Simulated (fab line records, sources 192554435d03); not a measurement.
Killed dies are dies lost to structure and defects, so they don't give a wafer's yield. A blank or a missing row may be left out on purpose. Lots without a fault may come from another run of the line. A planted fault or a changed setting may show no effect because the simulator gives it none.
Split-lot experiment | flow n5_finfet | 7 lots, 21 wafers read, on a route of 1938 steps

THE SPLIT
At N5_SDB_COAT_05 (resist thk 90 nm), the setting spin_rpm was moved away from the recipe's 1500 rpm on 8 of the 21 wafers read, by -9.7% to +8.2%. The other wafers ran this setting at the recipe's value.

FROM THE SPLIT TO THE READING: what the file shows between them, 3 steps
- N5_SDB_EBR_07
- N5_SDB_SOFTBAKE_06: time 60 s
- N5_SDB_DESCUM_16: chemistry O2, time 7.9 s

THE READING
CAR-ArF_of_SDB_COAT_05.thk_nm (the simulator's own value, which no gauge read), in nm, at N5_SDB_ETCH_17 (etches SiARC in CF4, target depth 23.4 nm, time 39 s). The file gives no usual value for it. The 13 wafers here that ran the recipe average 66.7 nm, standard deviation 0.24 nm.

wafer  | tool, chamber at the split | spin_rpm as run, rpm | against the recipe | CAR-ArF_of_SDB_COAT_05.thk_nm, nm | against lot-mates on the recipe
L075.2 | litho_track-03, 0          | 1500                 | recipe             | 67.2                              | -
L075.3 | litho_track-03, 0          | 1500                 | recipe             | 67                                | -
L075.6 | litho_track-03, 0          | 1500                 | recipe             | 66.6                              | -
L077.1 | litho_track-05, 0          | 1500                 | recipe             | 66.6                              | -
L077.5 | litho_track-05, 0          | 1500                 | recipe             | 66.6                              | -
L077.2 | litho_track-05, 0          | 1500                 | recipe             | 66.4                              | -
L078.4 | litho_track-03, 0          | 1573                 | +4.9%              | 64.4                              | -2.2
L078.5 | litho_track-03, 0          | 1500                 | recipe             | 66.6                              | -
L078.6 | litho_track-03, 0          | 1573                 | +4.9%              | 64.6                              | -2.0
L081.1 | litho_track-05, 0          | 1623                 | +8.2%              | 63.6                              | -3.3
L081.3 | litho_track-05, 0          | 1500                 | recipe             | 67                                | -
L081.5 | litho_track-05, 0          | 1500                 | recipe             | 66.8                              | -
L082.1 | litho_track-05, 0          | 1355                 | -9.7%              | 71.4                              | +4.8
L082.2 | litho_track-05, 0          | 1355                 | -9.7%              | 71.6                              | +5.0
L082.5 | litho_track-05, 0          | 1500                 | recipe             | 66.6                              | -
L090.2 | litho_track-03, 0          | 1500                 | recipe             | 66.4                              | -
L090.4 | litho_track-03, 0          | 1500                 | recipe             | 66.4                              | -
L090.6 | litho_track-03, 0          | 1500                 | recipe             | 66.6                              | -
L093.4 | litho_track-05, 0          | 1450                 | -3.3%              | 68                                | no lot-mate on the recipe
L093.5 | litho_track-05, 0          | 1450                 | -3.3%              | 68.2                              | no lot-mate on the recipe
L093.6 | litho_track-05, 0          | 1450                 | -3.3%              | 68.2                              | no lot-mate on the recipe

THE FIT
A straight line over all 21 wafers: CAR-ArF_of_SDB_COAT_05.thk_nm changes by -0.458 nm for each +1% of spin_rpm; r = -0.99; the points scatter about the line by 0.28 nm.
The same after taking each lot's own level away (the mean of its wafers on the recipe; 18 wafers): -0.471 nm for each +1%; r = -0.99; scatter 0.22 nm.
On that fit, the largest move of spin_rpm shifts the reading by 4.6 nm.
The lots' own levels span 66.47 to 66.93 nm, that is 1.9 times the standard deviation above.
So the lot-to-lot level changes the slope little: the two slopes agree.
Check: with one of the wafers moved furthest among these (-9.7%) left out of the fit, the line predicts +4.56 nm for it against its lot-mates. It came out at +4.8 nm against them.

OTHER SPLITS ON THESE WAFERS
These wafers also went through other splits before the reading. Each is held against what the fit with the lots' levels taken away leaves over:
other split on the same wafers  | wafers away from the commonest value | r with CAR-ArF_of_SDB_COAT_05.thk_nm (lot level and that fit taken away)
N5_ZERO_LAYER_ETCH_18 bias_w    | 2                                    | +0.04
N5_FIN_SAQP_ALD_61 temp_c       | 10                                   | -0.16
N5_FIN_SAQP_PECVD_06 time_s     | 9                                    | +0.12
N5_FIN_SAQP_FIN_ETCH_36 icp_w   | 8                                    | +0.26
N5_FIN_CUT_COAT_19 spin_rpm     | 6                                    | -0.13
N5_DUMMY_GATE_COAT_28 spin_rpm  | 4                                    | -0.08
N5_DUMMY_GATE_EXPOSE_12 dose_mj | 3                                    | +0.21

THE WHOLE CHAIN: every reading that the file lists as answering this split, in the file's order
step             | what it does                                         | reading                                                                        | change (the file's fit)               | r (the file's)
N5_SDB_COAT_05   | resist thk 90 nm                                     | CAR-ArF_of_SDB_COAT_05.thk_nm (the simulator's own value, which no gauge read) | -0.478 nm for each +1% of the setting | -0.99
N5_SDB_DESCUM_16 | chemistry O2, time 7.9 s                             | CAR-ArF_of_SDB_COAT_05.thk_nm (the simulator's own value, which no gauge read) | -0.47 nm for each +1% of the setting  | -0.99
N5_SDB_ETCH_17   | etches SiARC in CF4, target depth 23.4 nm, time 39 s | CAR-ArF_of_SDB_COAT_05.thk_nm (the simulator's own value, which no gauge read) | -0.459 nm for each +1% of the setting | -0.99

THE FILE'S OWN FIT
CAR-ArF_of_SDB_COAT_05.thk_nm changes by -0.459 nm for each +1% of spin_rpm, r = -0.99.
